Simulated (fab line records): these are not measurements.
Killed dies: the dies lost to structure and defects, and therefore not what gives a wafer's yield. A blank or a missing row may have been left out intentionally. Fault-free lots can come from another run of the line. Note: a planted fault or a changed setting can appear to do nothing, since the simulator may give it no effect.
Which tool was responsible? | flow n5Finfet | 29 wafers from 10 lots sampled at 6 of the route's 1938 steps

WHAT EACH GAUGE READ, for each wafer
N5_BEOL_M4_RC_MEAS_101. Usual: DIBL_N 35.9 mV/V, standard deviation 1.7; DIBL_P 35.8 mV/V, standard deviation 2.2; IOFF_N 0.15 nA/um, standard deviation 0.03; IOFF_P 0.21 nA/um, standard deviation 0.036; ION_N 674 uA/um, standard deviation 12; ION_P 463 uA/um, standard deviation 7.2; SS_N 71.3 mV/dec, standard deviation 0.59; SS_P 73.1 mV/dec, standard deviation 0.69; VT_N 250 mV, standard deviation 3; VT_P -251 mV, standard deviation 3.2.
lot  | measured     | on        | DIBL_N (mV/V)  | DIBL_P (mV/V)  | IOFF_N (nA/um) | IOFF_P (nA/um) | ION_N (uA/um) | ION_P (uA/um) | SS_N (mV/dec)  | SS_P (mV/dec)  | VT_N (mV)   | VT_P (mV)      | flag
L843 | day 8 07:27  | prober-01 | 37.5 36.1 36.9 | 37.2 35.1 35.8 | 0.17 0.15 0.16 | 0.22 0.18 0.20 | 684 672 664   | 464 462 461   | 71.0 70.5 70.1 | 73.8 73.2 72.9 | 247 250 248 | -250 -251 -253 | 
L854 | day 11 06:11 | prober-02 | 36.9 36.7 35.9 | 37.0 37.3 35.6 | 0.18 0.17 0.15 | 0.25 0.24 0.22 | 690 670 678   | 472 457 468   | 71.2 71.8 71.6 | 73.0 73.6 73.4 | 246 250 251 | -246 -248 -250 | 
L856 | day 11 15:00 | prober-02 | 34.1 38.9 35.0 | 34.2 39.7 34.5 | 0.11 0.19 0.12 | 0.16 0.23 0.15 | 660 669 656   | 454 453 452   | 70.6 72.1 71.2 | 73.3 74.7 72.7 | 255 249 253 | -254 -254 -258 | 
L861 | day 13 04:11 | prober-01 | 33.5 32.6 36.3 | 33.8 31.7 35.8 | 0.13 0.11 0.17 | 0.19 0.17 0.22 | 670 645 681   | 464 447 468   | 70.4 70.0 71.0 | 72.4 72.1 73.4 | 250 252 251 | -248 -251 -248 | 
L862 | day 13 05:05 | prober-02 | 37.1 35.7      | 36.8 35.6      | 0.17 0.15      | 0.25 0.22      | 679 677       | 472 464       | 71.1 71.6      | 73.1 73.1      | 249 249     | -246 -248      | 
L863 | day 13 19:22 | prober-02 | 34.1 35.5 36.3 | 32.4 35.3 35.0 | 0.12 0.15 0.16 | 0.18 0.21 0.19 | 653 675 675   | 456 463 461   | 71.3 71.6 71.5 | 72.6 72.9 73.0 | 251 251 249 | -252 -254 -253 | 
L864 | day 13 22:01 | prober-02 | 35.8 37.6 34.1 | 36.1 38.6 33.2 | 0.15 0.19 0.12 | 0.21 0.25 0.16 | 673 686 665   | 461 467 455   | 71.4 72.0 70.5 | 73.9 74.6 72.6 | 248 246 255 | -251 -249 -251 | 
L865 | day 14 03:22 | prober-02 | 33.7 36.1 34.0 | 34.0 36.2 34.3 | 0.11 0.14 0.11 | 0.16 0.18 0.15 | 667 675 658   | 464 457 457   | 70.3 71.2 70.8 | 72.1 73.5 72.1 | 256 254 255 | -255 -251 -255 | 

TOOL THAT RAN EACH LOT (tool first, then ch and the chambers of the sampled wafers, then the start)
lot  | N5_BEOL_M3_PRE_CLEAN_45     | N5_BEOL_M3_CVD_47               | N5_BEOL_M3_SPUTTER_86       | N5_BEOL_M3_ANNEAL_87        | N5_BEOL_M3_CMP_52
L843 | pvdSputter-02, day 7 10:58  | cvdCo-02 ch 0,1,2, day 7 11:23  | pvdSputter-03, day 7 12:13  | pvdSputter-03, day 7 12:17  | cmp-04 ch 0,1,2, day 7 13:52
L851 | pvdSputter-01, day 9 22:13  | cvdCo-01 ch 0,1,2, day 9 22:44  | pvdSputter-01, day 9 23:40  | pvdSputter-01, day 9 23:44  | cmp-04 ch 1,2, day 10 01:37
L852 | pvdSputter-02, day 10 12:57 | cvdCo-01 ch 0,1,2, day 10 13:21 | pvdSputter-03, day 10 14:11 | pvdSputter-03, day 10 14:16 | cmp-03 ch 0,3, day 10 15:46
L854 | pvdSputter-02, day 10 13:21 | cvdCo-01 ch 0,1,2, day 10 14:38 | pvdSputter-03, day 10 16:01 | pvdSputter-03, day 10 16:06 | cmp-03 ch 0,2, day 10 17:39
L856 | pvdSputter-01, day 10 20:46 | cvdCo-01 ch 0,1,2, day 10 21:17 | pvdSputter-01, day 10 22:10 | pvdSputter-01, day 10 22:15 | cmp-01 ch 0,1,3, day 10 23:46
L861 | pvdSputter-01, day 12 10:43 | cvdCo-02 ch 0,1, day 12 11:06   | pvdSputter-02, day 12 11:59 | pvdSputter-02, day 12 12:04 | cmp-01 ch 0,2, day 12 13:40
L862 | pvdSputter-02, day 12 13:20 | cvdCo-01 ch 1, day 12 14:52     | pvdSputter-03, day 12 15:44 | pvdSputter-03, day 12 15:49 | cmp-01 ch 1, day 12 17:20
L863 | pvdSputter-03, day 13 04:46 | cvdCo-01 ch 0,1,2, day 13 05:12 | pvdSputter-02, day 13 06:20 | pvdSputter-02, day 13 06:25 | cmp-03 ch 0,1,2, day 13 07:55
L864 | pvdSputter-01, day 13 06:59 | cvdCo-01 ch 0,1,2, day 13 07:22 | pvdSputter-03, day 13 08:12 | pvdSputter-03, day 13 08:17 | cmp-04 ch 0,2,3, day 13 09:48
L865 | pvdSputter-01, day 13 10:23 | cvdCo-02 ch 0,1, day 13 10:58   | pvdSputter-03, day 13 11:47 | pvdSputter-03, day 13 11:52 | cmp-04 ch 0,2, day 13 13:25
- N5_BEOL_M3_PRE_CLEAN_45: time 30 s.
- N5_BEOL_M3_CVD_47: deposits Co from CCTBA/H2, target thk 3 nm, time 223.8 s.
- N5_BEOL_M3_SPUTTER_86: material Cu, target thk 4.5 nm, time 8.29 s.
- N5_BEOL_M3_ANNEAL_87: time 240 s.
- N5_BEOL_M3_CMP_52: polishes, stops on SiOC, t overpolish 6.8 s, target thk 40 nm.

AS READ BY THE TOOLS THEMSELVES (means over the sampled wafers that have a number; for cases with no such wafer, the mark the record gives instead)
N5_BEOL_M3_PRE_CLEAN_45. Usual: 348 W for heaterPowerW, sd 51.
lot  | tool          | heaterPowerW (W) | flag
L843 | pvdSputter-02 | 406              | 
L851 | pvdSputter-01 | 293              | 
L852 | pvdSputter-02 | 367              | 
L854 | pvdSputter-02 | 376              | 
L856 | pvdSputter-01 | 328              | 
L861 | pvdSputter-01 | 280              | 
L862 | pvdSputter-02 | 390              | 
L863 | pvdSputter-03 | 339              | 
L864 | pvdSputter-01 | 297              | 
L865 | pvdSputter-01 | 330              | 

N5_BEOL_M3_CVD_47. Usual: chamberPressureTorr 30.00 Torr, standard deviation 0.061; runLengthS 246.3 s, standard deviation 0.53.
lot  | tool     | chamberPressureTorr (Torr) | runLengthS (s) | flag
L843 | cvdCo-02 | 30.02                      | 246.2          | 
L851 | cvdCo-01 | -                          | -              | OFF
L852 | cvdCo-01 | -                          | -              | OFF
L854 | cvdCo-01 | 30.01                      | 246.2          | 
L856 | cvdCo-01 | 30.05                      | 246.1          | 
L861 | cvdCo-02 | 30.00                      | 246.2          | 
L862 | cvdCo-01 | 30.03                      | 246.4          | 
L863 | cvdCo-01 | 29.96                      | 246.3          | 
L864 | cvdCo-01 | 29.93                      | 246.5          | 
L865 | cvdCo-02 | 29.99                      | 246.2          | 

N5_BEOL_M3_SPUTTER_86. Usual: chamberPressurePa 0.07001 Pa, standard deviation 0.00014; throttleValvePct 29.6 %, standard deviation 1.2.
lot  | tool          | chamberPressurePa (Pa) | throttleValvePct (%) | flag
L843 | pvdSputter-03 | 0.07017                | 29.8                 | 
L851 | pvdSputter-01 | 0.07006                | 29.3                 | 
L852 | pvdSputter-03 | 0.06986                | 29.8                 | 
L854 | pvdSputter-03 | 0.07005                | 28.8                 | 
L856 | pvdSputter-01 | 0.07004                | 30.2                 | 
L861 | pvdSputter-02 | 0.07009                | 30.8                 | 
L862 | pvdSputter-03 | 0.07003                | 28.0                 | 
L863 | pvdSputter-02 | 0.06990                | 30.2                 | 
L864 | pvdSputter-03 | 0.07000                | 28.7                 | 
L865 | pvdSputter-03 | 0.07000                | 28.2                 | 

N5_BEOL_M3_ANNEAL_87. Usual: 839 W for heaterPowerW, sd 110.
lot  | tool          | heaterPowerW (W) | flag
L843 | pvdSputter-03 | 774              | 
L851 | pvdSputter-01 | 824              | 
L852 | pvdSputter-03 | 832              | 
L854 | pvdSputter-03 | 839              | 
L856 | pvdSputter-01 | 782              | 
L861 | pvdSputter-02 | 850              | 
L862 | pvdSputter-03 | 834              | 
L863 | pvdSputter-02 | 998              | 
L864 | pvdSputter-03 | 851              | 
L865 | pvdSputter-03 | 851              | 

N5_BEOL_M3_CMP_52. Usual: barrierFieldEndpointS 24.5 s, standard deviation 0.6; motorCurrentA 6.1 A, standard deviation 0.7; platenRpm 50.00 rpm, standard deviation 0.035.
lot  | tool   | barrierFieldEndpointS (s) | motorCurrentA (A) | platenRpm (rpm) | flag
L843 | cmp-04 | 25.2                      | 6.0               | 49.98           | 
L851 | cmp-04 | 21.0                      | 6.0               | 49.99           | OFF
L852 | cmp-03 | 20.3                      | 5.4               | 50.03           | OFF
L854 | cmp-03 | 24.8                      | 6.4               | 50.00           | 
L856 | cmp-01 | 24.5                      | 5.7               | 50.00           | 
L861 | cmp-01 | 24.7                      | 6.5               | 50.02           | 
L862 | cmp-01 | 25.2                      | 4.8               | 49.99           | 
L863 | cmp-03 | 24.5                      | 6.4               | 50.01           | 
L864 | cmp-04 | 24.5                      | 6.2               | 50.03           | 
L865 | cmp-04 | 23.8                      | 6.0               | 50.04           | 

THE ANSWER, worked out from the rows above alone
Rule: a lot is off if the mean of its wafers that have a number lies more than 3 standard deviations from the usual mean. A lot without any number at a reading at which 4 lots or more have one is off too. All remaining lots with rows at the step are treated as sound. After the gauges, taken in route order, come the tools' own readings; for these a lot's mean is taken, as printed above. The first step at which some lot is off is used, and at that step the reading that is off furthest; a lot without a number counts as furthest.
Off: L851, L852, at N5_BEOL_M3_CVD_47 (chamberPressureTorr). Without a number there: L851, L852.
If a tool, at that step or one of the process steps before it, ran each lot that is off and ran no sound lot following the first of them, it fits. None of those tried fits.

WHAT HAD BEEN PUT IN BY THE SIMULATOR
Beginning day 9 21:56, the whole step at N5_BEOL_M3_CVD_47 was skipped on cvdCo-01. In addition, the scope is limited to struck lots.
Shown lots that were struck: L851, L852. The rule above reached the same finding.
